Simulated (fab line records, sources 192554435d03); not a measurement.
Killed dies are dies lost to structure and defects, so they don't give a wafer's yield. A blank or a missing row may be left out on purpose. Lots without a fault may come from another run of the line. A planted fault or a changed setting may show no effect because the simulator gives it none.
fab line records | flow n5_finfet
record lots=6 wafers=18 last_day=19
route steps=1938 shown BEOL_M2@875 BEOL_M4@1111 PASSIVATION@1936
lots that met no fault: from a run of the same line without faults
start_h: hours from the record's first day to the start of the lot's first wafer shown | wait_h: hours since the lot's step before | " the same as in the row above | L1.1+2: a row that stands for several wafers | - no value, or no start given | * or withheld: withheld | < > ~ a bound
route shown NAME@n: a module of which the file shows steps, and the number in the route of the first | usual: mean/standard deviation of fault-free wafers | same: alike in all rows | chamber/n: place in a boat | sites: the reading at each site | _std_site: their standard deviation | _edge_site: outer sites' mean less inner sites' | radius_mm: how far each site lies from the wafer's centre | mask NAME#n: copy n | behind: the tool/chamber that last shaped the wafer | hold: why the lot was held/for how many hours/how that ended | device: the transistor (n, p or np) that didn't switch | end of line: the same wafers' tests at the end of the route | a step without rows: its recipe alone | killed: dies lost to structure and defects at the first sort, not the wafer's yield | map: a wafer's dies, x killed, . not, _ none there
set.NAME: the setting as run; set.NAME@STEP: as run at that earlier step | model.NAME: the simulator's own value behind a step, which no gauge read
lots at some steps of the route; a table a step, a row a wafer
services: from which hour (start_h, from the record's first day; less than 0 if before it) a tool's chamber was out of use, for how many hours, and why
## steps
# step N5_BEOL_M2_DEVELOP_27
# recipe develop_time_s=30 developer=TMAH resist=CAR-EUV rinse_liquid=surfactant_rinse dry=air_spin dev_temp_c=23
# step N5_BEOL_M2_CD_MEAS_28
# recipe target_cd_nm=26.2 landing_energy_ev=500 detector=se_inlens target_cd_y_nm=24.1 polarity=opening
# usual cd_nm=26.15/0.21
# same landing_energy_ev=500
# columns lot.wafer tool chamber start_h wait_h cd_nm
L819.3 cd_sem-01 0 140.33 - 25.61
L819.5 " 0 " " 26.07
L819.6 " 0 " " 26.22
L823.1 cd_sem-01 0 179.21 - 25.89
L823.4 " 0 " " 26.04
L823.5 " 0 " " 25.64
L829.1 cd_sem-02 0 217.28 - 25.96
L829.2 " 0 " " 26.25
L829.3 " 0 " " 26.31
L832.1 cd_sem-03 0 233.68 - 25.81
L832.3 " 0 " " 26.12
L832.5 " 0 " " 26.17
L833.2 cd_sem-03 0 234.00 - 26.21
L833.3 " 0 " " 25.81
L833.5 " 0 " " 26.07
L840.1 cd_sem-01 0 280.84 - 25.85
L840.2 " 0 " " 26.32
L840.5 " 0 " " 25.93
# step N5_BEOL_M2_OVL_MEAS_29
# recipe points_per_wafer=522
# usual V1_OVL=0.1/0.63
# same points_per_wafer=522
# columns lot.wafer tool chamber start_h wait_h V1_OVL[nm]
L819.3 overlay-01 0 140.37 0.0 0.5
L819.5 " 0 " " -0.7
L819.6 " 0 " " 0.5
L823.1 overlay-01 0 179.24 0.0 -0.2
L823.4 " 0 " " 0.6
L823.5 " 0 " " 0.6
L829.1 overlay-01 0 217.31 0.0 0.1
L829.2 " 0 " " 0.0
L829.3 " 0 " " 0.9
L832.1 overlay-02 0 233.71 0.0 0.7
L832.3 " 0 " " 0.8
L832.5 " 0 " " 1.2
L833.2 overlay-02 0 234.03 0.0 0.8
L833.3 " 0 " " 0.8
L833.5 " 0 " " -0.3
L840.1 overlay-01 0 280.87 0.0 1.5
L840.2 " 0 " " 0.9
L840.5 " 0 " " 0.5
# step N5_BEOL_M2_INSPECT_30
# recipe mode=adi inspect_instrument=brightfield
# usual raw_defect_count=439/110
# columns lot.wafer tool chamber start_h wait_h raw_defect_count
L819.3 defect_inspect-02 - 140.41 0.0 303
L819.5 " - " " 323
L819.6 " - " " 353
L823.1 defect_inspect-02 - 179.30 0.1 430
L823.4 " - " " 365
L823.5 " - " " 423
L829.1 defect_inspect-02 - 217.37 0.1 405
L829.2 " - " " 511
L829.3 " - " " 606
L832.1 defect_inspect-01 - 233.77 0.1 250
L832.3 " - " " 316
L832.5 " - " " 322
L833.2 defect_inspect-01 - 234.09 0.0 383
L833.3 " - " " 281
L833.5 " - " " 475
L840.1 defect_inspect-02 - 280.93 0.1 418
L840.2 " - " " 629
L840.5 " - " " 472
# step N5_BEOL_M2_DESCUM_33
# recipe chemistry=O2 time_s=7 source_power_w=50 bias_power_w=20 pressure_mtorr=20 rf_frequency_hz=2.712e+07 temp_c=40 resist=CAR-EUV o2_flow_sccm=225
# usual drypump_motor_current_A=6.0/0.51 oes_product_au=0.83/0.098 rf_vpp_V=244.2/1.3 showerhead_plenum_p_Torr=2.15/0.056 throttle_valve_pct=20.37/0.22
# columns lot.wafer tool chamber start_h wait_h drypump_motor_current_A oes_product_au rf_hours_counter_h rf_vpp_V showerhead_plenum_p_Torr throttle_valve_pct
L819.3 rie_diel-02 3 140.45 0.0 6.7 0.73 198 242.8 2.08 20.70
L819.5 " 3 " " 6.7 0.73 - 242.7 2.08 20.71
L819.6 " 1 " " 6.3 0.68 - 242.1 2.06 20.55
L823.1 rie_diel-03 0 179.34 0.0 5.6 0.95 10 244.6 2.14 20.22
L823.4 " 0 " " 5.6 0.96 - 242.3 2.14 20.23
L823.5 " 3 " " 5.5 0.69 - 244.0 2.14 20.54
L829.1 rie_diel-03 1 217.40 0.0 5.8 0.94 6 246.2 2.22 20.11
L829.2 " 0 " " 5.6 0.93 24 244.3 2.13 20.24
L829.3 " 2 " " 6.6 0.85 67 244.8 2.21 20.30
L832.1 rie_diel-03 0 233.80 0.0 5.6 0.89 33 243.8 2.13 20.27
L832.3 " 2 " " 6.6 0.84 77 243.8 2.21 20.35
L832.5 " 2 " " 6.6 0.84 - 243.6 2.20 20.33
L833.2 rie_diel-03 1 234.12 0.0 5.8 0.91 15 244.9 2.22 20.12
L833.3 " 2 " " 6.6 0.83 77 246.9 2.20 20.31
L833.5 " 0 " " 5.6 0.91 - 244.1 2.13 20.26
L840.1 rie_diel-03 1 280.96 0.0 5.8 0.88 32 245.2 2.21 20.16
L840.2 " 3 " " 5.5 0.94 12 243.5 2.13 20.18
L840.5 " 0 " " 5.6 0.87 - 244.7 2.13 20.30
# step N5_BEOL_M2_ETCH_77
# recipe chemistry=N2/H2 target=underlayer target_depth_a=65 mask_material=CAR-EUV time_s=5.2 ion_energy_ev=200 pressure_mtorr=30 source_w=840 bias_w=150 n2_flow_sccm=200 h2_flow_sccm=200 ends=cleared
# usual drypump_motor_current_A=6.0/0.51 etch_rf_on_time_s=5.20/0.074 oes_product_au=0.71/0.082 rf_vpp_V=525.7/2.2 showerhead_plenum_p_Torr=2.61/0.071 throttle_valve_pct=17.80/0.25
# columns lot.wafer tool chamber start_h wait_h drypump_motor_current_A etch_rf_on_time_s oes_product_au rf_hours_counter_h rf_vpp_V showerhead_plenum_p_Torr throttle_valve_pct
L819.3 rie_diel-02 3 140.48 0.0 6.7 5.17 0.63 198 523.5 2.52 18.21
L819.5 " 3 " " 6.7 5.21 0.63 - 521.4 2.52 18.23
L819.6 " 1 " " 6.3 5.33 0.58 - 521.5 2.51 17.98
L823.1 rie_diel-03 0 179.37 0.0 5.6 5.23 0.81 10 526.5 2.60 17.66
L823.4 " 0 " " 5.6 5.19 0.82 - 527.1 2.60 17.67
L823.5 " 3 " " 5.5 5.42 0.57 - 524.8 2.61 18.09
L829.1 rie_diel-03 1 217.44 0.0 5.8 5.12 0.81 6 529.2 2.72 17.68
L829.2 " 0 " " 5.6 5.28 0.77 24 524.5 2.59 17.68
L829.3 " 2 " " 6.6 5.22 0.72 67 526.1 2.69 17.74
L832.1 rie_diel-03 0 233.84 0.0 5.6 5.23 0.76 33 523.8 2.59 17.70
L832.3 " 2 " " 6.6 5.18 0.71 77 527.6 2.69 17.73
L832.5 " 2 " " 6.6 5.23 0.71 - 528.0 2.69 17.74
L833.2 rie_diel-03 1 234.16 0.0 5.8 5.15 0.79 15 529.0 2.72 17.69
L833.3 " 2 " " 6.6 5.24 0.71 77 526.1 2.69 17.74
L833.5 " 0 " " 5.6 5.33 0.76 - 528.1 2.59 17.71
L840.1 rie_diel-03 1 281.00 0.0 5.8 5.08 0.75 32 529.7 2.71 17.72
L840.2 " 3 " " 5.5 5.19 0.79 12 527.2 2.60 17.66
L840.5 " 0 " " 5.6 5.22 0.73 - 525.3 2.58 17.75
# step N5_BEOL_M2_ETCH_69
# recipe chemistry=CF4 target=SiARC target_depth_a=156 mask_material=CAR-EUV time_s=26 ion_energy_ev=80 pressure_mtorr=40 source_w=545 bias_w=36 Ar_flow_sccm=100 cf4_flow_sccm=100 ends=cleared
# usual drypump_motor_current_A=6.0/0.51 etch_rf_on_time_s=25.9/0.4 oes_product_au=0.71/0.083 rf_vpp_V=184.8/0.99 showerhead_plenum_p_Torr=2.20/0.056 throttle_valve_pct=15.54/0.23
# columns lot.wafer tool chamber start_h wait_h drypump_motor_current_A etch_rf_on_time_s oes_product_au rf_hours_counter_h rf_vpp_V showerhead_plenum_p_Torr throttle_valve_pct
L819.3 rie_diel-02 3 140.50 0.0 6.7 26.0 0.63 198 183.1 2.12 15.85
L819.5 " 3 " " 6.7 26.3 0.62 - 183.6 2.12 15.85
L819.6 " 1 " " 6.3 26.7 0.58 - 184.4 2.11 15.80
L823.1 rie_diel-03 0 179.39 0.0 5.6 26.2 0.81 10 184.8 2.19 15.36
L823.4 " 0 " " 5.7 25.7 0.82 - 185.8 2.19 15.36
L823.5 " 3 " " 5.5 27.1 0.58 - 185.6 2.20 15.81
L829.1 rie_diel-03 1 217.45 0.0 5.8 25.6 0.81 6 185.0 2.28 15.31
L829.2 " 0 " " 5.6 26.2 0.78 24 184.5 2.19 15.39
L829.3 " 2 " " 6.6 26.0 0.72 67 185.9 2.26 15.53
L832.1 rie_diel-03 0 233.85 0.0 5.6 26.1 0.77 33 184.7 2.19 15.42
L832.3 " 2 " " 6.6 25.9 0.71 77 185.3 2.26 15.54
L832.5 " 2 " " 6.6 25.7 0.71 - 185.8 2.26 15.56
L833.2 rie_diel-03 1 234.17 0.0 5.8 25.8 0.78 15 186.4 2.27 15.33
L833.3 " 2 " " 6.6 25.9 0.71 77 185.7 2.26 15.56
L833.5 " 0 " " 5.6 26.3 0.76 - 184.5 2.19 15.41
L840.1 rie_diel-03 1 281.02 0.0 5.8 25.2 0.76 32 185.5 2.27 15.37
L840.2 " 3 " " 5.5 25.6 0.79 12 183.6 2.19 15.36
L840.5 " 0 " " 5.6 25.7 0.75 - 183.6 2.18 15.46
# step N5_BEOL_M2_ALD_98
# recipe material=SiO2 target_thk_a=25 temp_c=100 ald_precursor_family=BDEAS ald_co_reactant=O2-plasma pulse_time_s=1 co_reactant_pulse_time_s=1 purge_time_s=2 co_reactant_purge_time_s=2 ald_cycles=17 pressure_torr=2
# usual heater_power_w=77/6.4 precursor_pulse_height_rel=0.997/0.02
# columns lot.wafer tool chamber start_h wait_h heater_power_w precursor_pulse_height_rel
L819.3 ald_sin-04 0 140.58 0.1 75 0.992
L819.5 " 0 " " 74 1.012
L819.6 " 1 " " 72 1.006
L823.1 ald_sin-04 1 179.85 0.4 75 0.949
L823.4 " 2 " " 72 1.017
L823.5 " 3 " " 83 1.000
L829.1 ald_sin-01 0 217.54 0.1 66 0.995
L829.2 " 1 " " 87 1.001
L829.3 " 2 " " 76 0.954
L832.1 ald_sin-02 1 234.02 0.1 68 0.956
L832.3 " 2 " " 85 0.978
L832.5 " 2 " " 86 1.003
L833.2 ald_sin-04 3 234.26 0.1 81 0.993
L833.3 " 0 " " 75 0.976
L833.5 " 3 " " 82 1.061
L840.1 ald_sin-01 2 281.33 0.3 76 0.996
L840.2 " 3 " " 81 0.994
L840.5 " 0 " " 68 0.987
# step N5_BEOL_M2_ETCHBACK_99
# recipe chemistry=CHF3 target=SiO2 target_depth_a=50 time_s=10.4 source_w=215 bias_w=47 Ar_flow_sccm=200 CHF3_flow_sccm=12 ion_energy_ev=100 pressure_mtorr=30
# step N5_BEOL_M2_ETCH_70
# recipe chemistry=N2/H2 target=SOC target_depth_a=800 overetch_a=240 mask_material=SiARC temp_c=40 time_s=130 ion_energy_ev=200 pressure_mtorr=30 source_w=840 bias_w=150 n2_flow_sccm=200 h2_flow_sccm=200
# usual drypump_motor_current_A=5.8/0.45 oes_product_au=0.62/0.063 rf_vpp_V=525.8/2 showerhead_plenum_p_Torr=2.61/0.067 throttle_valve_pct=17.68/0.26
# columns lot.wafer tool chamber start_h wait_h drypump_motor_current_A oes_product_au rf_hours_counter_h rf_vpp_V showerhead_plenum_p_Torr throttle_valve_pct
L819.3 rie_diel-01 1 150.65 0.0 5.9 0.69 3 530.1 2.71 17.24
L819.5 " 1 " " 6.0 0.69 - 528.4 2.71 17.24
L819.6 " 2 " " 5.2 0.52 - 524.5 2.62 18.12
L823.1 rie_diel-01 3 200.87 0.0 6.0 0.56 144 524.0 2.55 17.73
L823.4 " 0 " " 5.5 0.71 4 525.4 2.60 17.55
L823.5 " 2 " " 5.2 0.51 - 526.2 2.61 18.13
L829.1 rie_diel-01 1 220.98 0.0 5.9 0.65 26 528.7 2.70 17.29
L829.2 " 3 " " 6.0 0.55 150 522.8 2.55 17.73
L829.3 " 0 " " 5.5 0.69 10 524.3 2.60 17.56
L832.1 rie_diel-01 0 242.88 0.0 5.5 0.66 23 525.4 2.59 17.59
L832.3 " 1 " " 5.9 0.63 39 529.1 2.69 17.30
L832.5 " 2 " " 5.1 0.69 - 526.2 2.60 17.74
L833.2 rie_diel-03 2 246.80 0.0 6.6 0.61 84 526.9 2.69 17.71
L833.3 " 1 " " 5.8 0.65 21 527.4 2.71 17.65
L833.5 " 0 " " 5.6 0.65 - 525.3 2.59 17.65
L840.1 rie_diel-01 1 300.43 0.0 5.9 0.60 65 527.9 2.68 17.35
L840.2 " 0 " " 5.4 0.64 49 525.8 2.58 17.63
L840.5 " 1 " " 5.9 0.60 - 527.8 2.68 17.36
# step N5_BEOL_M2_STRIP_71
# recipe chemistry=N2/H2 temp_c=40 n2_flow_sccm=200 h2_flow_sccm=200 rf_frequency_hz=6e+07
# step N5_BEOL_M2_STRIP_78
# recipe chemistry=N2/H2 temp_c=40 n2_flow_sccm=200 h2_flow_sccm=200 rf_frequency_hz=6e+07
# step N5_BEOL_M2_VIA_ETCH_34
# recipe chemistry=C4F6/O2 target_depth_a=694 mask_material=SOC pressure_mtorr=15 ion_energy_ev=250 taper_deg=4 time_s=65.9 source_w=350 bias_w=170 Ar_flow_sccm=300 C4F6_flow_sccm=10 O2_flow_sccm=10
# usual drypump_motor_current_A=5.8/0.46 oes_product_au=0.84/0.09 rf_vpp_V=668/6.9 showerhead_plenum_p_Torr=2.92/0.073 throttle_valve_pct=30.66/0.23
# columns lot.wafer tool chamber start_h wait_h drypump_motor_current_A oes_product_au rf_hours_counter_h rf_vpp_V showerhead_plenum_p_Torr throttle_valve_pct model.etch.depth_nm model.SOC_of_BEOL_M2_COAT_67.thk_nm
L819.3 rie_diel-01 1 150.75 0.0 5.9 0.94 3 668 3.03 30.36 69.64 52
L819.5 " 1 " " 6.0 0.94 - 668 3.03 30.36 69.86 52
L819.6 " 2 " " 5.2 0.69 - 671 2.92 30.94 68.32 52.2
L823.1 rie_diel-01 3 200.98 0.0 6.0 0.76 144 679 2.85 30.76 69.3 52
L823.4 " 0 " " 5.5 0.98 4 664 2.89 30.37 71.18 52
L823.5 " 2 " " 5.1 0.68 - 670 2.91 30.97 67.91 52.2
L829.1 rie_diel-01 1 221.09 0.0 5.9 0.88 27 667 3.02 30.40 69.88 51.8
L829.2 " 3 " " 6.0 0.75 150 680 2.85 30.75 69.03 52
L829.3 " 0 " " 5.5 0.68 10 663 2.89 30.33 38.4 55.6
L832.1 rie_diel-01 0 242.99 0.0 5.5 0.92 23 662 2.88 30.40 69.82 51.6
L832.3 " 1 " " 5.9 0.61 39 667 3.02 30.35 37.82 55.4
L832.5 " 2 " " 5.1 0.67 - 670 2.91 30.67 38.12 55.2
L833.2 rie_diel-03 2 246.91 0.0 6.6 0.82 84 655 3.00 30.76 69.64 52
L833.3 " 1 " " 5.8 0.90 21 661 3.01 30.55 69.78 52
L833.5 " 0 " " 5.6 0.88 - 660 2.89 30.73 69.32 52
L840.1 rie_diel-01 1 300.54 0.0 5.9 0.81 65 666 3.00 30.41 69.08 51.8
L840.2 " 0 " " 5.5 0.87 49 662 2.87 30.43 69.8 51.6
L840.5 " 1 " " 5.9 0.82 - 667 3.00 30.44 69.33 52
# step N5_BEOL_M2_STRIP_83
# recipe chemistry=C4F6/O2 resist=SiARC rf_frequency_hz=6e+07
# step N5_BEOL_M4_RC_MEAS_101
# usual DIBL_N=36.1/1.4 DIBL_P=36.3/1.4 IOFF_N=0.154/0.021 IOFF_P=0.21/0.032 ION_N=670/8.1 ION_P=461/7 SS_N=71.4/0.49 SS_P=73.3/0.5 VT_N=250.4/2.6 VT_P=-250/3.7
# columns lot.wafer tool chamber start_h wait_h DIBL_N[mV/V] DIBL_P[mV/V] IOFF_N[nA/um] IOFF_P[nA/um] ION_N[uA/um] ION_P[uA/um] SS_N[mV/dec] SS_P[mV/dec] VT_N[mV] VT_P[mV]
L819.3 prober-02 0 201.59 0.3 36.8 34.8 0.139 0.17 660 450 70.9 72.8 251.4 -253
L819.5 " 0 " " 36.6 36.0 0.144 0.18 670 452 70.6 73.3 247.8 -254
L819.6 " 0 " " 36.4 34.8 0.138 0.18 667 453 71.3 73.0 250.0 -252
L823.1 prober-02 0 238.86 0.0 34.4 34.9 0.131 0.20 665 462 71.7 73.0 252.4 -251
L823.4 " 0 " " 34.0 35.6 0.138 0.20 682 468 71.5 72.7 252.4 -250
L823.5 " 0 " " 31.6 32.2 0.100 0.16 664 458 70.3 72.4 255.1 -253
L832.1 prober-02 0 271.42 0.0 35.6 36.6 0.154 0.22 686 469 72.2 73.0 248.0 -248
L832.3 " 0 " " 35.3 36.4 0.163 0.21 673 465 72.3 73.8 248.3 -248
L832.5 " 0 " " 36.0 36.9 0.163 0.22 676 459 71.8 73.4 249.3 -249
L829.1 prober-01 0 272.23 0.0 35.8 35.7 0.164 0.23 676 470 71.8 73.5 248.6 -250
L829.2 " 0 " " 35.5 36.3 0.156 0.24 672 465 72.1 73.7 250.4 -248
L829.3 " 0 " " 35.2 35.6 0.144 0.22 660 462 72.0 73.2 252.3 -247
L833.2 prober-01 0 275.71 0.2 37.7 36.8 0.164 0.19 671 457 71.6 74.3 248.0 -255
L833.3 " 0 " " 38.4 37.9 0.176 0.21 690 465 71.5 73.8 248.1 -254
L833.5 " 0 " " 37.4 36.7 0.163 0.19 686 463 71.6 73.3 248.1 -252
L840.1 prober-01 0 339.56 0.0 36.1 35.4 0.147 0.21 668 459 71.9 73.3 252.0 -247
L840.2 " 0 " " 37.4 37.4 0.173 0.23 679 468 71.7 73.5 249.5 -247
L840.5 " 0 " " 37.3 37.5 0.169 0.24 660 457 71.1 73.5 249.8 -248
# step N5_PASSIVATION_PROBE_49
# usual defect_limited_yield=91.0/1.6 killed_at_M0_to_M3=35/11 killed_at_M4_up=14/5.1 killed_at_contacts=12/6.6 killed_at_front_end=41/12 killed_at_other=4/3 killed_dies=107/19 killed_open=70/15 killed_short=35/8.5 sort_bin_5_function=5.3/1 sort_bin_6_memory=3.4/0.73 sort_n_pass=1073/19 sort_yield_pct=91.0/1.6
# same gross_dies=1180 killed_at_back_side=0 sort_bin_4_leakage[%]=0 sort_bin_8_speed[%]=0
# columns lot.wafer tool chamber start_h wait_h defect_limited_yield[%] killed_at_M0_to_M3 killed_at_M4_up killed_at_contacts killed_at_front_end killed_at_other killed_dies killed_open killed_short sort_bin_5_function[%] sort_bin_6_memory[%] sort_n_pass sort_yield_pct[%]
L819.3 prober-01 - 317.78 0.1 88.5 47 23 13 51 2 136 95 37 7.5 4.0 1044 88.5
L819.5 prober-01 - 317.88 0.2 91.1 38 25 13 28 1 105 72 30 5.0 3.5 1075 91.1
L819.6 prober-01 - 317.93 0.3 87.6 50 20 12 57 7 146 97 48 7.6 4.4 1034 87.6
L823.1 prober-02 - 347.68 0.0 91.8 31 9 23 31 3 97 69 25 4.7 3.2 1083 91.8
L823.4 prober-02 - 347.83 0.2 92.7 34 15 11 24 2 86 58 27 3.9 3.0 1094 92.7
L823.5 prober-02 - 347.88 0.2 91.8 33 11 13 40 0 97 57 39 4.7 3.1 1083 91.8
L829.1 prober-02 - 377.06 0.0 91.0 35 8 14 44 5 106 69 34 5.3 3.2 1074 91.0
L829.2 prober-02 - 377.11 0.1 91.9 36 9 5 42 3 95 61 32 5.2 2.8 1085 91.9
L829.3 prober-02 - 377.16 0.1 90.1 30 19 12 51 5 117 86 29 5.9 3.9 1063 90.1
L832.1 prober-02 - 380.10 0.0 91.1 38 22 6 35 4 105 60 42 5.1 3.3 1075 91.1
L832.3 prober-02 - 380.20 0.1 92.8 34 12 9 26 4 85 44 33 4.2 2.6 1095 92.8
L832.5 prober-02 - 380.30 0.2 90.6 30 18 7 53 3 111 69 35 5.3 3.1 1069 90.6
L833.2 prober-01 - 383.84 0.1 90.9 16 16 24 43 8 107 75 32 5.3 3.7 1073 90.9
L833.3 prober-01 - 383.89 0.1 91.5 15 20 14 46 5 100 77 19 4.9 3.2 1080 91.5
L833.5 prober-01 - 383.99 0.2 90.0 19 28 23 41 7 118 80 34 6.3 3.0 1062 90.0
L840.1 prober-01 - 457.04 0.0 90.8 32 19 20 37 1 109 80 29 6.1 2.7 1071 90.8
L840.2 prober-01 - 457.09 0.1 91.8 30 15 19 32 1 97 68 29 6.0 1.7 1083 91.8
L840.5 prober-01 - 457.24 0.2 91.8 33 17 18 26 3 97 59 36 4.1 4.0 1083 91.8
# killed by level:class
L819.3 FIN_SAQP:geometric_particle:open=20 BEOL_M3:geometric_particle:open=13 BEOL_M0_SAQP:geometric_particle:short=10 BEOL_M0_SAQP:geometric_particle:open=9 BEOL_M4:geometric_particle:open=9 BEOL_M2:geometric_particle:open=8 STI_FIN_REVEAL:geometric_particle:open=7 MOL_CONTACT_COAG:geometric_particle:open=7
L819.5 BEOL_M4:geometric_particle:open=13 BEOL_M2:geometric_particle:open=10 MOL_CONTACT_COAG:geometric_particle:open=9 FIN_SAQP:geometric_particle:short=7 BEOL_M0_SAQP:geometric_particle:short=7 BEOL_M0_SAQP:geometric_particle:open=6 BEOL_M1:geometric_particle:open=6 FIN_SAQP:geometric_particle:open=5
L819.6 BEOL_M3:geometric_particle:open=16 FIN_SAQP:geometric_particle:open=14 BEOL_M0_SAQP:geometric_particle:short=12 MOL_CONTACT_COAG:geometric_particle:open=10 BEOL_M0_SAQP:geometric_particle:open=10 STI_FIN_REVEAL:geometric_particle:open=9 BEOL_M4:geometric_particle:open=9 GATE_CUT:geometric_particle:short=8
L823.1 MOL_CONTACT_COAG:geometric_particle:open=20 BEOL_M2:geometric_particle:open=12 GATE_CUT:geometric_particle:short=8 BEOL_M1:geometric_particle:open=7 STI_FIN_REVEAL:geometric_particle:open=5 GATE_CUT:geometric_particle:open=4 BEOL_M0_SAQP:geometric_particle:open=4 MOL_CONTACT_COAG:geometric_particle:short=3
L823.4 BEOL_M2:geometric_particle:open=13 MOL_CONTACT_COAG:geometric_particle:open=10 FIN_SAQP:geometric_particle:short=6 BEOL_M0_SAQP:geometric_particle:open=6 STI_FIN_REVEAL:geometric_particle:open=5 BEOL_M3:geometric_particle:open=5 STI_FIN_REVEAL:geometric_particle:short=4 BEOL_M0_SAQP:geometric_particle:short=4
L823.5 BEOL_M2:geometric_particle:open=13 GATE_CUT:geometric_particle:short=11 MOL_CONTACT_COAG:geometric_particle:open=11 STI_FIN_REVEAL:geometric_particle:open=7 FIN_SAQP:geometric_particle:short=5 DUMMY_GATE:geometric_particle:open=5 BEOL_M3:geometric_particle:short=5 GATE_CUT:geometric_particle:open=3
L829.1 FIN_SAQP:geometric_particle:open=15 MOL_CONTACT_COAG:geometric_particle:open=13 BEOL_M2:geometric_particle:open=10 BEOL_M0_SAQP:geometric_particle:short=9 FIN_SAQP:geometric_particle:short=7 DUMMY_GATE:geometric_particle:open=6 BEOL_M0_SAQP:geometric_particle:open=5 DUMMY_GATE:geometric_particle:short=4
L829.2 FIN_SAQP:geometric_particle:open=16 BEOL_M0_SAQP:geometric_particle:short=12 BEOL_M0_SAQP:geometric_particle:open=9 DUMMY_GATE:geometric_particle:open=7 FIN_SAQP:geometric_particle:short=5 MOL_CONTACT_COAG:geometric_particle:open=4 BEOL_M2:geometric_particle:open=4 STI_FIN_REVEAL:geometric_particle:open=3
L829.3 FIN_SAQP:geometric_particle:open=11 STI_FIN_REVEAL:geometric_particle:open=10 MOL_CONTACT_COAG:geometric_particle:open=9 DUMMY_GATE:geometric_particle:open=6 BEOL_M1:geometric_particle:open=6 BEOL_M3:geometric_particle:open=6 GATE_CUT:geometric_particle:open=5 BEOL_M0_SAQP:geometric_particle:open=5
L832.1 BEOL_M0_SAQP:geometric_particle:short=13 BEOL_M0_SAQP:geometric_particle:open=12 BEOL_M4:geometric_particle:open=11 BEOL_M3:geometric_particle:open=8 FIN_SAQP:geometric_particle:short=7 STARTING-WAFER:geometric_particle:short=6 GATE_CUT:geometric_particle:short=5 MOL_CONTACT_COAG:geometric_particle:open=5
L832.3 BEOL_M0_SAQP:geometric_particle:open=9 BEOL_M0_SAQP:geometric_particle:short=7 BEOL_M3:geometric_particle:open=6 FIN_SAQP:geometric_particle:short=5 MOL_CONTACT_COAG:geometric_particle:open=5 BEOL_M2:area_etch=5 DUMMY_GATE:geometric_particle:open=4 GATE_CUT:geometric_particle:short=4
L832.5 FIN_SAQP:geometric_particle:open=13 FIN_SAQP:geometric_particle:short=10 BEOL_M3:geometric_particle:open=9 BEOL_M4:geometric_particle:open=9 STI_FIN_REVEAL:geometric_particle:open=7 MOL_CONTACT_COAG:geometric_particle:open=6 STARTING-WAFER:geometric_particle:short=6 BEOL_M0_SAQP:geometric_particle:short=5
L833.2 MOL_CONTACT_COAG:geometric_particle:open=17 STI_FIN_REVEAL:geometric_particle:open=11 FIN_SAQP:geometric_particle:open=8 MOL_CONTACT_COAG:geometric_particle:short=7 BEOL_M1:geometric_particle:open=7 MIM_TOP_ETCH:geometric_particle:open=6 STARTING-WAFER:geometric_particle:open=6 GATE_CUT:geometric_particle:short=5
L833.3 STI_FIN_REVEAL:geometric_particle:open=14 BEOL_M4:geometric_particle:open=13 MOL_CONTACT_COAG:geometric_particle:open=12 BEOL_M1:geometric_particle:open=8 FIN_SAQP:geometric_particle:open=7 FIN_SAQP:geometric_particle:short=4 GATE_CUT:geometric_particle:short=4 SPACER0:geometric_particle:open=3
L833.5 MOL_CONTACT_COAG:geometric_particle:open=18 BEOL_M4:geometric_particle:open=16 STI_FIN_REVEAL:geometric_particle:open=13 FIN_SAQP:geometric_particle:short=12 FIN_SAQP:geometric_particle:open=5 MOL_CONTACT_COAG:geometric_particle:short=5 BEOL_M1:geometric_particle:open=5 BEOL_M3:geometric_particle:open=4
L840.1 MOL_CONTACT_COAG:geometric_particle:open=16 BEOL_M4:geometric_particle:open=14 BEOL_M3:geometric_particle:open=11 STI_FIN_REVEAL:geometric_particle:open=9 FIN_SAQP:geometric_particle:open=6 DUMMY_GATE:geometric_particle:open=5 FIN_SAQP:geometric_particle:short=4 GATE_CUT:geometric_particle:open=4
L840.2 MOL_CONTACT_COAG:geometric_particle:open=14 BEOL_M4:geometric_particle:open=7 GATE_CUT:geometric_particle:short=6 BEOL_M3:geometric_particle:open=6 FIN_SAQP:geometric_particle:open=5 FIN_SAQP:geometric_particle:short=5 BEOL_M0:geometric_particle:open=5 GATE_CUT:geometric_particle:open=5
L840.5 MOL_CONTACT_COAG:geometric_particle:open=13 GATE_CUT:geometric_particle:short=10 BEOL_M0_SAQP:geometric_particle:short=9 BEOL_M0_SAQP:geometric_particle:open=8 BEOL_M4:geometric_particle:open=8 BEOL_M3:geometric_particle:open=6 BEOL_M2:geometric_particle:open=5 MOL_CONTACT_COAG:geometric_particle:short=4
## services
# columns tool chamber start_h hours kind
rie_diel-02 - 117.35 0.2 repair
rie_diel-03 0 120.71 - clean
rie_diel-03 0 120.71 - consumable_replace:focus_ring
rie_diel-03 0 120.71 18.3 scheduled_down
rie_diel-03 0 120.71 18.3 vent_cycle
rie_diel-03 - 149.07 14.6 pm
ald_sin-01 - 176.84 14.0 pm
rie_diel-03 1 178.57 - clean
rie_diel-01 - 179.51 2.4 repair
ald_sin-04 - 203.31 6.1 pm
rie_diel-02 - 218.99 14.6 pm
rie_diel-02 - 234.48 0.7 repair
rie_diel-02 0 239.33 8.8 repair
rie_diel-02 1 249.04 33.4 repair
ald_sin-02 2 252.88 3.8 repair
ald_sin-01 3 259.93 12.7 repair
ald_sin-01 1 267.94 5.0 repair
ald_sin-01 2 268.90 8.1 repair
ald_sin-02 - 269.77 14.0 pm
ald_sin-01 0 270.73 3.2 repair
rie_diel-01 3 272.40 9.7 repair
rie_diel-02 - 277.48 10.0 pm
ald_sin-02 - 286.70 1.0 repair
ald_sin-04 - 293.85 1.1 repair
## key
first_sign step=N5_BEOL_M2_VIA_ETCH_34 reading=oes_product_au direction=down sigmas=2.1 usual=0.84 struck=0.65
effect none on later readings
model_effect step=N5_BEOL_M2_VIA_ETCH_34 value=etch.depth_nm without=70.07 struck=38.12
met_at N5_BEOL_M2_VIA_ETCH_34
struck_wafers L829.3,L832.3,L832.5
onset_between 200.98 221.09
fault kind=process_parameter_drift tool=rie_diel-01 chamber=- onset_h=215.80 steps=N5_BEOL_M2_VIA_ETCH_34 channel=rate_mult offset=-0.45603 shape=step end_h=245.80 scope=struck_wafers_only
